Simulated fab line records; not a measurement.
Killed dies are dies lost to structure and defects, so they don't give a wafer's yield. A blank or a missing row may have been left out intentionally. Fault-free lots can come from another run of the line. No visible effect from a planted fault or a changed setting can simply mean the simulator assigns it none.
Chamber matching	flow nandHarc	NHARC_A_CHANNEL_FILL_D1_ALD_25 on aldHk-02 has 4 sister chambers
The step deposits SiOx, target thk 60 nm, pulse time 10 s, ald cycles 600. 16 wafers are shown with their chamber, then 8 later ones without.

WAFERS, EACH WITH ITS CHAMBER
wafer	chamber	heaterPowerW (W)	precursorPulseHeightRel
L782.2	0	568	0.998
L782.5	1	489	0.992
L782.6	0	571	1.030
L783.1	2	381	0.963
L783.3	3	466	1.028
L783.5	1	488	0.986
L785.2	1	460	1.000
L785.3	3	447	1.016
L785.6	1	475	0.985
L790.2	2	398	0.978
L790.3	0	570	0.992
L790.5	2	383	0.985
L798.2	1	506	1.006
L798.3	3	446	1.024
L798.6	2	374	1.009
L801.2	2	383	0.998

SIGNATURES, as means of the wafers listed above
reading	chamber 0	chamber 1	chamber 2	chamber 3	scatter within a chamber
heaterPowerW	569.67	483.60	383.80	453.00	12.1
precursorPulseHeightRel	1.00667	0.99380	0.98660	1.02267	0.0144
Rule: a wafer's distance from a chamber is the root of the sum, over the readings, of the square of ((its reading less the chamber's mean) divided by the reading's scatter). The wafer belongs to the nearest chamber; if the next one is less than 2 further off, it can't be placed. The scatter: take each reading less its chamber's mean, square it, sum over the shown wafers, divide by the number of wafers less the number of chambers, and take the root.

WAFERS MISSING THEIR CHAMBER
wafer	heaterPowerW (W)	precursorPulseHeightRel
L801.4	522	1.015
L801.1	587	0.987
L802.4	505	1.001
L802.2	442	1.010
L802.5	521	0.973
L803.2	372	0.996
L803.3	505	1.023
L803.6	571	1.003

WHICH CHAMBER EACH WENT THROUGH
wafer	from the rows above	in truth
L801.4	can't be placed: 1 or 0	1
L801.1	0	0
L802.4	1	1
L802.2	3	3
L802.5	can't be placed: 1 or 0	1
L803.2	2	2
L803.3	can't be placed: 1 or 3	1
L803.6	0	0
Correctly placed: 5 of 8. Unplaceable from these rows: 3, with the true chamber sitting among the candidates in 3. Number placed wrongly: 0.
